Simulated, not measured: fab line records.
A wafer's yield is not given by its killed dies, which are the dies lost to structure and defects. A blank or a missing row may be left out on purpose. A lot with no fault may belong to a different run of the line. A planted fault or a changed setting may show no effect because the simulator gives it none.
fab line records ; flow nandHarc
[record] lots = 13; wafers = 39; lastDay = 25
route steps=1159 shown A_CONTACT@904 A_BONDPAD@1060 END@1159
lots with no fault: from the same line, run without faults
startH: start of the lot's first displayed wafer, in hours after the record's first day ; waitH: time in hours since the lot's previous step ; " the same as in the row above ; L1.1+2: one row covering several wafers at once ; - no value, or no start given ; * or withheld: withheld ; < > ~ a bound
route shown NAME@n: NAME is a module with steps in the file, n the number in the route of the first one ; usual: the fault-free wafers' mean and standard deviation ; same: alike in all rows ; chamber/n: place in a boat ; sites: per-site readings ; _std_site: how widely they spread, as a standard deviation ; _edge_site: the outer-site mean with the inner-site mean subtracted ; radiusMm: for every site, how far away it sits from the centre of the wafer ; mask NAME#n: copy n ; behind: the most recent tool/chamber to have shaped the wafer ; hold: cause of the lot's hold/its duration in hours/its outcome ; device: names the non-switching transistor (n, p or np) ; end of line: at the end of the route, the tests of the same wafers ; step lacking rows: just its recipe ; killed: at the first sort, the dies lost to defects and structure; wafer yield is something else ; map: shows each die of a wafer: x if killed, . if not, _ if none is there
set.NAME: setting as actually run; set.NAME@STEP: the setting as run at that earlier step ; model.NAME: the simulator's own value behind a step, which no gauge read
a sample of lots followed through the steps of the route, with each step as a table and each wafer as a row
services: a tool's chamber out of use, with start hour (startH, from the record's first day; less than 0 if before it), hours out, and reason
[[steps]]
[step NHARC_A_CONTACT_ETCH_124]
[recipe] sourceW = withheld; pressureMtorr = 20; biasV = withheld; timeS = 140; targetDepthA = 7000; arFlowSccm = withheld; c4f8FlowSccm = withheld; o2FlowSccm = withheld; chemistry = C4F8/O2/Ar
[same] timeS = 140
lot.wafer;tool;chamber;startH;waitH;rfHoursCounterH
L112.2;harCapEtch-02;0;380.45;-;12
L112.3;harCapEtch-02;0;380.45;-;-
L112.6;harCapEtch-02;0;380.45;-;-
L110.2;harCapEtch-01;1;384.28;-;59
L110.4;harCapEtch-01;0;384.28;-;-
L110.3;harCapEtch-01;1;384.28;-;-
L113.1;harCapEtch-01;1;393.32;-;61
L113.3;harCapEtch-01;0;393.32;-;-
L113.5;harCapEtch-01;1;393.32;-;-
L114.1;harCapEtch-02;1;415.80;-;16
L114.6;harCapEtch-02;0;415.80;-;-
L114.5;harCapEtch-02;1;415.80;-;-
L119.3;harCapEtch-03;1;422.06;-;-
L119.4;harCapEtch-03;0;422.06;-;-
L119.6;harCapEtch-03;1;422.06;-;-
L115.4;harCapEtch-02;0;428.11;-;-
L115.5;harCapEtch-02;0;428.11;-;-
L115.6;harCapEtch-02;1;428.11;-;-
L117.1;harCapEtch-02;0;432.51;-;20
L117.4;harCapEtch-02;0;432.51;-;-
L117.5;harCapEtch-02;1;432.51;-;-
L118.2;harCapEtch-01;1;434.36;-;66
L118.1;harCapEtch-01;0;434.36;-;66
L118.6;harCapEtch-01;1;434.36;-;-
L116.3;harCapEtch-03;1;438.50;-;-
L116.4;harCapEtch-03;0;438.50;-;-
L116.6;harCapEtch-03;0;438.50;-;-
L121.2;harCapEtch-01;1;446.65;-;70
L121.3;harCapEtch-01;0;446.65;-;-
L121.5;harCapEtch-01;1;446.65;-;-
L124.1;harCapEtch-01;1;472.99;-;74
L124.4;harCapEtch-01;1;472.99;-;-
L124.3;harCapEtch-01;0;472.99;-;-
L129.4;harCapEtch-01;0;487.20;-;-
L129.6;harCapEtch-01;1;487.20;-;-
L129.5;harCapEtch-01;0;487.20;-;-
L131.1;harCapEtch-03;0;520.10;-;108
L131.2;harCapEtch-03;1;520.10;-;108
L131.4;harCapEtch-03;1;520.10;-;-
[step NHARC_A_BONDPAD_CMP_29]
[recipe] targetThkNm = 200; material = SiCN
[usual] motorCurrentA = 12.2/1.4
lot.wafer;tool;chamber;startH;waitH;motorCurrentA
L112.2;cmp-04;3;409.17;-;13.0
L112.3;cmp-04;1;409.17;-;12.9
L112.6;cmp-04;3;409.17;-;11.8
L110.2;cmp-04;3;409.92;-;13.5
L110.3;cmp-04;0;409.92;-;11.1
L110.4;cmp-04;2;409.92;-;11.3
L113.1;cmp-01;0;418.35;-;11.4
L113.3;cmp-01;1;418.35;-;15.0
L113.5;cmp-01;2;418.35;-;11.9
L114.1;cmp-01;2;445.60;-;12.7
L114.5;cmp-01;2;445.60;-;12.3
L114.6;cmp-01;3;445.60;-;11.7
L119.4;cmp-01;2;450.61;-;12.7
L119.3;cmp-01;3;450.61;-;12.3
L119.6;cmp-01;1;450.61;-;15.3
L115.4;cmp-01;1;457.41;-;15.8
L115.6;cmp-01;2;457.41;-;12.5
L115.5;cmp-01;3;457.41;-;11.6
L117.4;cmp-01;2;459.90;-;13.2
L117.1;cmp-01;0;459.90;-;10.8
L117.5;cmp-01;3;459.90;-;12.0
L118.1;cmp-01;2;461.02;-;11.8
L118.2;cmp-01;0;461.02;-;11.0
L118.6;cmp-01;2;461.02;-;12.7
L116.4;cmp-03;3;465.46;-;10.4
L116.3;cmp-03;0;465.46;-;12.5
L116.6;cmp-03;2;465.46;-;10.6
L121.3;cmp-01;2;472.67;-;13.1
L121.2;cmp-01;3;472.67;-;12.7
L121.5;cmp-01;1;472.67;-;15.4
L124.4;cmp-01;1;506.72;-;14.5
L124.1;cmp-01;2;506.72;-;12.4
L124.3;cmp-01;0;506.72;-;11.0
L129.4;cmp-03;1;520.48;-;10.4
L129.5;cmp-03;3;520.48;-;11.4
L129.6;cmp-03;0;520.48;-;12.2
L131.2;cmp-03;0;552.31;-;12.3
L131.1;cmp-03;1;552.31;-;10.6
L131.4;cmp-03;2;552.31;-;10.0
[step NHARC_A_BONDPAD_OVL_MEAS_35]
[usual] overlayXNm = -1/6.9; overlayYNm = 0/6.5
lot.wafer;tool;chamber;startH;waitH;overlayXNm;overlayYNm
L112.2;overlay-02;-;410.10;-;-4;4
L112.3;overlay-02;-;410.10;-;-3;4
L112.6;overlay-02;-;410.10;-;-3;4
L110.2;overlay-02;-;410.72;-;2;7
L110.3;overlay-02;-;410.72;-;2;7
L110.4;overlay-02;-;410.72;-;2;6
L113.1;overlay-01;-;419.08;-;7;-1
L113.3;overlay-01;-;419.08;-;6;-1
L113.5;overlay-01;-;419.08;-;6;-1
L114.1;overlay-01;-;446.51;-;-11;2
L114.5;overlay-01;-;446.51;-;-11;2
L114.6;overlay-01;-;446.51;-;-11;2
L119.3;overlay-01;-;451.49;-;3;-16
L119.4;overlay-01;-;451.49;-;4;-16
L119.6;overlay-01;-;451.49;-;4;-16
L115.4;overlay-01;-;458.24;-;0;-3
L115.5;overlay-01;-;458.24;-;0;-2
L115.6;overlay-01;-;458.24;-;0;-2
L117.1;overlay-02;-;460.80;-;-5;8
L117.4;overlay-02;-;460.80;-;-5;8
L117.5;overlay-02;-;460.80;-;-6;8
L118.1;overlay-01;-;461.93;-;4;-4
L118.2;overlay-01;-;461.93;-;5;-4
L118.6;overlay-01;-;461.93;-;4;-3
L116.3;overlay-02;-;466.35;-;-4;-4
L116.4;overlay-02;-;466.35;-;-3;-5
L116.6;overlay-02;-;466.35;-;-3;-5
L121.2;overlay-01;-;473.40;-;-6;-1
L121.3;overlay-01;-;473.40;-;-5;-1
L121.5;overlay-01;-;473.40;-;-6;-1
L124.1;overlay-02;-;507.50;-;-9;12
L124.3;overlay-02;-;507.50;-;-9;11
L124.4;overlay-02;-;507.50;-;-9;11
L129.4;overlay-02;-;521.21;-;-9;-3
L129.5;overlay-02;-;521.21;-;-9;-3
L129.6;overlay-02;-;521.21;-;-9;-3
L131.1;overlay-01;-;553.08;-;4;-1
L131.2;overlay-01;-;553.08;-;4;-1
L131.4;overlay-01;-;553.08;-;4;-1
[step NHARC_A_BONDPAD_ETCH_12]
[recipe] targetDepthA = 2200; timeS = 110; chf3FlowSccm = 50; o2FlowSccm = 10; arFlowSccm = 200; rfW = 500; biasW = 200; chemistry = CHF3/O2
[usual] drypumpMotorCurrentA = 5.7/0.48; oesProductAu = 0.949/0.026; rfVppV = 371.4/2.3; showerheadPlenumPTorr = 2.44/0.1; throttleValvePct = 20.572/0.0093
[same] timeS = 110
lot.wafer;tool;chamber;startH;waitH;drypumpMotorCurrentA;oesProductAu;rfHoursCounterH;rfVppV;showerheadPlenumPTorr;throttleValvePct
L112.2;rieDiel-11;2;-;-;4.8;0.898;6;369.5;2.33;20.578
L112.3;rieDiel-11;1;-;-;6.6;0.918;6;371.1;2.41;20.558
L112.6;rieDiel-11;3;-;-;6.3;0.927;-;369.3;2.34;20.559
L110.3;rieDiel-03;3;-;-;5.8;0.966;0;374.6;2.55;20.574
L110.2;rieDiel-03;0;-;-;5.9;0.956;1;367.9;2.29;20.582
L110.4;rieDiel-03;1;-;-;5.1;0.957;1;372.8;2.51;20.555
L113.3;rieDiel-11;2;-;-;4.8;0.953;8;369.4;2.33;20.560
L113.1;rieDiel-11;0;-;-;5.9;0.952;8;372.9;2.54;20.577
L113.5;rieDiel-11;2;-;-;4.8;0.964;-;370.4;2.33;20.578
L114.1;rieDiel-11;2;-;-;4.8;0.894;15;369.2;2.32;20.562
L114.6;rieDiel-11;2;-;-;4.8;0.910;-;370.1;2.32;20.563
L114.5;rieDiel-11;3;-;-;6.3;0.938;-;368.8;2.34;20.576
L119.3;rieDiel-03;1;-;-;5.1;0.947;2;374.0;2.51;20.565
L119.4;rieDiel-03;3;-;-;5.8;0.933;2;374.2;2.55;20.566
L119.6;rieDiel-03;1;-;-;5.1;0.940;-;373.2;2.51;20.596
L115.4;rieDiel-03;3;-;-;5.9;0.962;2;374.3;2.55;20.575
L115.5;rieDiel-03;0;-;-;5.9;0.971;-;368.1;2.29;20.555
L115.6;rieDiel-03;1;-;-;5.1;0.970;-;373.8;2.51;20.579
L117.4;rieDiel-03;3;-;-;5.8;0.955;2;374.6;2.55;20.576
L117.1;rieDiel-03;0;-;-;5.8;0.975;2;368.4;2.29;20.571
L117.5;rieDiel-03;0;-;-;5.9;0.970;-;369.4;2.29;20.576
L118.1;rieDiel-03;1;-;-;5.1;0.987;2;374.3;2.51;20.570
L118.2;rieDiel-03;2;-;-;5.7;0.939;2;373.0;2.46;20.565
L118.6;rieDiel-03;1;-;-;5.1;0.994;-;374.1;2.51;20.582
L116.3;rieDiel-13;3;-;-;6.3;0.972;2;371.4;2.48;20.562
L116.4;rieDiel-13;0;-;-;5.5;1.014;2;373.6;2.54;20.575
L116.6;rieDiel-13;2;-;-;6.5;0.984;-;375.5;2.60;20.556
L121.3;rieDiel-03;0;-;-;5.9;0.923;3;367.4;2.29;20.577
L121.2;rieDiel-03;2;-;-;5.7;0.919;3;371.3;2.46;20.561
L121.5;rieDiel-03;0;-;-;5.8;0.928;-;367.1;2.29;20.607
L124.4;rieDiel-03;2;-;-;5.7;0.935;4;373.4;2.46;20.573
L124.3;rieDiel-03;0;-;-;5.8;0.972;4;369.6;2.29;20.575
L124.1;rieDiel-03;1;-;-;5.1;0.987;4;372.7;2.51;20.561
L129.4;rieDiel-13;2;-;-;6.5;0.939;21;374.6;2.59;20.571
L129.6;rieDiel-13;2;-;-;6.5;0.942;-;374.9;2.59;20.559
L129.5;rieDiel-13;3;-;-;6.3;0.927;-;373.4;2.47;20.580
L131.1;rieDiel-03;3;-;-;5.8;0.962;5;373.8;2.55;20.586
L131.2;rieDiel-03;0;-;-;5.9;0.986;5;367.5;2.29;20.564
L131.4;rieDiel-03;1;-;-;5.1;0.967;6;373.5;2.51;20.571
[step NHARC_END_SORT_01]
[recipe] tempC = 25
[usual] killedAtArray = 26/9.7; killedAtOther = 1.0/1.2; killedAtPeriphery = 3.9/2.6; killedDies = 31/9.7; killedOpen = 3.2/1.8; killedShort = 2.0/1.3
[same] grossDies = 677
lot.wafer;tool;chamber;startH;waitH;killedAtArray;killedAtOther;killedAtPeriphery;killedDies;killedOpen;killedShort
L124.1;prober-01;0;549.91;2.5;111;0;3;114;1;3
L124.3;prober-01;0;551.50;3.1;140;0;2;142;0;2
L124.4;prober-01;0;552.29;3.4;110;0;0;110;3;2
L129.4;prober-02;0;560.28;3.4;129;0;4;133;3;1
L129.5;prober-02;0;561.09;3.7;120;4;8;132;2;2
L129.6;prober-02;0;561.90;4.0;101;0;0;101;3;2
// killed by level:class
L124.1 A_CONTACT:unspecified=74 A_CHANNEL_HOLE_D1:chamberFilmFlake=18 A_SLIT:chamberFilmFlake=12 P_ZERO_WELL:chamberFilmFlake=2 A_CONTACT:chamberFilmFlake=2 A_SOURCE_PLATE:geometricParticle:short=1 A_ONON_D1:geometricParticle:short=1 A_CHANNEL_FILL_D1:geometricParticle:short=1
L124.3 A_CONTACT:unspecified=107 A_CHANNEL_HOLE_D1:chamberFilmFlake=12 A_SLIT:chamberFilmFlake=12 A_STAIRCASE:chamberFilmFlake=3 P_GATE:chamberFilmFlake=2 A_CONTACT:chamberFilmFlake=2 A_BLC:chamberFilmFlake=2 A_CHANNEL_FILL_D1:geometricParticle:short=1
L124.4 A_CONTACT:unspecified=70 A_CHANNEL_HOLE_D1:chamberFilmFlake=17 A_SLIT:chamberFilmFlake=16 A_CONTACT:geometricParticle:open=2 A_CONTACT:chamberFilmFlake=2 A_ONON_D1:geometricParticle:open=1 A_ONON_D1:geometricParticle:short=1 A_WL_FILL:geometricParticle:short=1
L129.4 A_CONTACT:unspecified=102 A_CHANNEL_HOLE_D1:chamberFilmFlake=22 P_ZERO_WELL:chamberFilmFlake=3 A_STAIRCASE:chamberFilmFlake=2 P_STI:geometricParticle:open=1 A_CHANNEL_FILL_D1:geometricParticle:short=1 A_STAIRCASE:geometricParticle:open=1 A_CONTACT:geometricParticle:open=1
L129.5 A_CONTACT:unspecified=103 A_CHANNEL_HOLE_D1:chamberFilmFlake=11 P_ZERO_WELL:chamberFilmFlake=7 THIN_TSV:chamberFilmFlake=4 P_M0:geometricParticle:short=1 A_SGD_CUT:geometricParticle:open=1 A_CONTACT:geometricParticle:open=1 A_M0:geometricParticle:short=1
L129.6 A_CONTACT:unspecified=71 A_CHANNEL_HOLE_D1:chamberFilmFlake=18 A_STAIRCASE:chamberFilmFlake=4 A_ONON_D1:geometricParticle:open=2 A_SLIT:chamberFilmFlake=2 A_CHANNEL_FILL_D1:geometricParticle:short=1 A_CHANNEL_FILL_D1:geometricParticle:open=1 A_WL_FILL:geometricParticle:short=1
[[services]]
tool;chamber;startH;hours;kind
cmp-04;-;364.89;2.8;repair
rieDiel-11;-;366.64;9.0;pm
rieDiel-03;0;371.30;-;clean
cmp-01;-;375.60;4.0;pm
cmp-01;-;380.03;0.7;repair
cmp-03;-;382.90;4.0;pm
cmp-03;-;388.46;1.7;repair
rieDiel-03;-;392.33;9.0;pm
cmp-04;-;399.75;4.0;pm
rieDiel-11;-;432.78;0.4;repair
cmp-04;-;446.46;1.9;repair
rieDiel-13;-;453.00;9.0;pm
rieDiel-03;1;470.57;3.0;repair
cmp-01;-;473.60;4.0;pm
cmp-03;-;480.90;4.0;pm
cmp-01;-;484.86;1.0;repair
cmp-01;-;489.29;1.0;repair
cmp-04;-;497.75;4.0;pm
rieDiel-13;3;532.78;8.0;repair
cmp-04;-;534.55;1.5;repair
rieDiel-03;0;540.85;6.3;repair
cmp-04;-;543.09;1.3;repair
rieDiel-11;-;543.64;9.0;pm
harCapEtch-03;-;545.81;17.0;pm
[[key]]
[firstSign] step = NHARC_END_SORT_01; reading = killedAtArray; direction = up; sigmas = 9.6; usual = 26; struck = 118
[effect] step = NHARC_END_SORT_01; reading = killedDies; direction = up; sigmas = 9.4; usual = 31; struck = 122
[moreKillsBornAt] NHARC_A_CONTACT_ETCH_124@harCapEtch-01 = 520
metAt NHARC_A_CONTACT_ETCH_124
struckLots L124,L129
testerLeftOut L124,L129
notActingAt NHARC_A_BONDPAD_CMP_29,NHARC_A_BONDPAD_OVL_MEAS_35,NHARC_A_BONDPAD_ETCH_12
onsetBetween 446.65 472.99
[fault] kind = chamberParticleSource; tool = harCapEtch-01; chamber = -; onsetH = 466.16; steps = NHARC_A_CONTACT_ETCH_124; ratePerVisitCm2 = 2.0048; endH = 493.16
// testerLeftOut: of these lots the tester's yield and bins aren't shown, on N5 and GAA mostly nor the transistor test; their killed dies are dies lost to structure and defects alone, not to doping, threshold or leakage, so they don't give the yield
